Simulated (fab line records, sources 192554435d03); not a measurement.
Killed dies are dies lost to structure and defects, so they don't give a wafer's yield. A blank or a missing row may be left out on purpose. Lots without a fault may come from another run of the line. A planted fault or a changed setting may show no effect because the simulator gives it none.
A struck lot beside a sound one | flow n5_finfet | 27 steps out of a route of 1938
Sound: wafers L222.1, L222.3, L222.4. Struck: wafers L234.3, L234.4, L234.6. The cause comes at the end.
At each step with rows: each side's tool, then ch and its chambers, then its first start. Under that, the readings that differ: sound wafers | struck wafers | difference of the means | sigmas: that difference in standard deviations of wafers without a fault.
alike: readings whose means differ by less than 2 such deviations, and words and numbers that are the same on both sides. not compared: withheld readings, readings that some wafer has no value for, bounds like >300 that may hide the same value, and numbers for which the record gives no deviation and whose values overlap.
The two part at a step that has a row with sigmas, a row that says differs or no value, or rows on one side only. Numbers that don't overlap but have no deviation are shown without sigmas and don't part them. A reading that every wafer of one side lacks parts them only if that side has two wafers or more.

N5_STI_FIN_REVEAL_CMP_04: polishes, stops on Si3N4, t overpolish 4 s, target thk 131.83 nm.
  sound on cmp-02 ch 0,1,2, day 4 22:25; struck on cmp-01 ch 0,2, day 7 22:37
  alike: motor_current_A, overpolish_run_s, time_to_endpoint_s
N5_STI_FIN_REVEAL_THK_MEAS_05:
  sound on film_metro-01, day 4 22:43; struck on film_metro-02, day 7 22:52
  alike: thk_nm
N5_STI_FIN_REVEAL_DENSIFY_30:
  sound on rtp_anneal-01 ch 0, day 4 22:44; struck on rtp_anneal-02 ch 0, day 7 22:57
  alike: lamp_power_pct, lamp_zone_5_pct
  not compared: wafer_temp_C_max
N5_STI_FIN_REVEAL_ETCHBACK_08: etches SiO2 in C4F6/O2, target depth 30.5 nm, time 10.167 s.
  sound on rie_diel-06 ch 0,1, day 4 22:57; struck on rie_diel-06 ch 0,1,2, day 7 23:07
  alike: drypump_motor_current_A, oes_o_777_au, oes_product_au, rf_vpp_V, showerhead_plenum_p_Torr, throttle_valve_pct
  not compared: rf_hours_counter_h
then, 5 steps without rows for these wafers: N5_STI_FIN_REVEAL_STRIP_24 (strips in N2/H2, time 90 s); N5_STI_FIN_REVEAL_PRECLEAN_25 (cleans in SPM, time 90 s); N5_STI_FIN_REVEAL_PRECLEAN_26 (cleans in SC1, time 45 s); N5_STI_FIN_REVEAL_PRECLEAN_29 (cleans in DHF, time 30 s); N5_STI_FIN_REVEAL_SRD_12 (time 30 s).
N5_STI_FIN_REVEAL_RECESS_09: chemistry HF/NH3, target SiO2, afs cycles 11, target depth 42.5 nm, sublimation time 60 s.
  sound on vapor_etch-02 ch 0,1, day 4 23:12; struck on vapor_etch-01 ch 0,1, day 7 23:53
  alike: drypump_motor_current_A
then, 2 steps without rows for these wafers: N5_STI_FIN_REVEAL_STRIP_16 (strips SiNx in H3PO4, target depth 23.8 nm); N5_STI_FIN_REVEAL_PRECLEAN_17 (cleans in NF3:NH3, afs cycles 1, time 20 s, sublimation time 60 s).
N5_STI_FIN_REVEAL_ETCH_34: etches Si in H2, material Si, target depth 0.97 nm.
  sound on rie_si-05 ch 1,2, day 5 01:17; struck on rie_si-05 ch 1,2,3, day 8 01:29
  alike: drypump_motor_current_A, h2_flow_sccm, oes_product_au, throttle_valve_pct
  not compared: rf_hours_counter_h
then, 4 steps without rows for these wafers: N5_STI_FIN_REVEAL_OXIDATION_31 (chemistry O2 PLASMA REMOTE, time 20 s); N5_STI_FIN_REVEAL_PRECLEAN_32 (cleans in NF3:NH3, afs cycles 1, time 20 s, sublimation time 60 s); N5_STI_FIN_REVEAL_STRIP_35 (strips Si3N4 in H3PO4, target depth 4 nm, time 39 s); N5_STI_FIN_REVEAL_SRD_21 (time 30 s).
N5_STI_FIN_REVEAL_OXIDATION_33: chemistry O2 PLASMA REMOTE, time 20 s.
  sound on plasma_asher-02 ch 0,1, day 5 01:43; struck on plasma_asher-02 ch 0,1, day 8 01:55
  alike: drypump_motor_current_A, heater_power_w
  not compared: rf_hours_counter_h
then, 2 steps without rows for these wafers: N5_STI_FIN_REVEAL_CLEAN_19 (cleans in O3/DIW, time 120 s); N5_STI_FIN_REVEAL_SRD_23 (time 30 s).
N5_STI_FIN_REVEAL_CD_MEAS_22: target cd 6.238 nm, pitch 28 nm.
  sound on cd_sem-01, day 5 01:52; struck on cd_sem-03, day 8 02:04
  alike: cd_nm
N5_STI_FIN_REVEAL_FIN_H_MEAS_10:
  sound on ocd-02, day 5 01:54; struck on ocd-01, day 8 02:06
  alike: trench_depth_nm
then, 2 steps without rows for these wafers: N5_STI_FIN_REVEAL_PRECLEAN_18 (cleans in SC2, time 45 s); N5_STI_FIN_REVEAL_SRD_28 (time 30 s).
N5_STI_FIN_REVEAL_INSPECT_13: inspects for defects (darkfield).
  sound on defect_inspect-01, day 5 01:59; struck on defect_inspect-01, day 8 02:11
  reading          | sound  | struck      | difference | sigmas
  raw_defect_count | 9 9 16 | 677 633 627 | +634       | +99 or more
then, 1 step without rows for these wafers: N5_DUMMY_GATE_PRECLEAN_00 (cleans in O3/DIW, time 60 s).
-- the record jumps here: 11 days lie between the struck wafers' starts before and after (it left off in module DUMMY_GATE and takes up again in module PASSIVATION, whose first step shown is number 1936 of the route) --
N5_PASSIVATION_PROBE_49:
  the record has rows for the struck wafers here (prober-01, day 18 21:04) and none for the sound ones

WHERE THEY PART
First at N5_STI_FIN_REVEAL_INSPECT_13; last, within this record, at N5_PASSIVATION_PROBE_49.

WHY: what the simulator had put in
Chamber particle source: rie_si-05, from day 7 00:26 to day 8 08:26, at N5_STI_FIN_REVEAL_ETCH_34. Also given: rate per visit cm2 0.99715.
